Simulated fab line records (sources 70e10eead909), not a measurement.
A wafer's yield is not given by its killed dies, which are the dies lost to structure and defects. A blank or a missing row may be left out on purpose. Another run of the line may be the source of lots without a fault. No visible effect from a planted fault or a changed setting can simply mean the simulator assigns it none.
Matching of chambers / flow nandHarc / NHARC_A_CONTACT_ETCH_106 on rieDiel-04: 4 sister chambers
The step etches the open film in CF4/O2, target depth 90 nm, overetch 9 nm, time 49.5 s. 4 wafers are shown with their chamber, then 7 later ones without.

WAFERS, EACH WITH ITS CHAMBER
wafer=L080.3; chamber=2; showerheadPlenumPTorr (Torr)=1.31
wafer=L084.3; chamber=3; showerheadPlenumPTorr (Torr)=1.43
wafer=L086.1; chamber=1; showerheadPlenumPTorr (Torr)=1.41
wafer=L086.2; chamber=0; showerheadPlenumPTorr (Torr)=1.28

WAFERS MISSING THEIR CHAMBER
wafer=L086.4; showerheadPlenumPTorr (Torr)=1.43
wafer=L089.1; showerheadPlenumPTorr (Torr)=1.41
wafer=L089.2; showerheadPlenumPTorr (Torr)=1.30
wafer=L089.6; showerheadPlenumPTorr (Torr)=1.30
wafer=L090.2; showerheadPlenumPTorr (Torr)=1.41
wafer=L090.4; showerheadPlenumPTorr (Torr)=1.42
wafer=L090.6; showerheadPlenumPTorr (Torr)=1.42

WHICH CHAMBER EACH ONE RAN IN
wafer=L086.4; from the rows above=3; in truth=3
wafer=L089.1; from the rows above=1; in truth=1
wafer=L089.2; from the rows above=can't be placed: 2 or 0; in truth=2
wafer=L089.6; from the rows above=can't be placed: 2 or 0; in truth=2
wafer=L090.2; from the rows above=1; in truth=1
wafer=L090.4; from the rows above=can't be placed: 1 or 3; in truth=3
wafer=L090.6; from the rows above=can't be placed: 1 or 3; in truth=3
Correctly placed: 3 of 7. Can't be placed from these rows: 4 (the true chamber is among the candidates in 4). Wrongly placed: 0.
How it was worked out, from the rows above alone: a wafer's distance from a chamber is the root of the sum, over the readings, of the square of ((its reading less the chamber's mean) divided by the reading's scatter). The wafer belongs to the nearest chamber; if the next one is less than 2 further off, it can't be placed. A chamber's mean is the mean of its shown wafers. The scatter: root of mean squared gap, hidden wafer to nearest shown wafer, with one shown wafer a chamber.
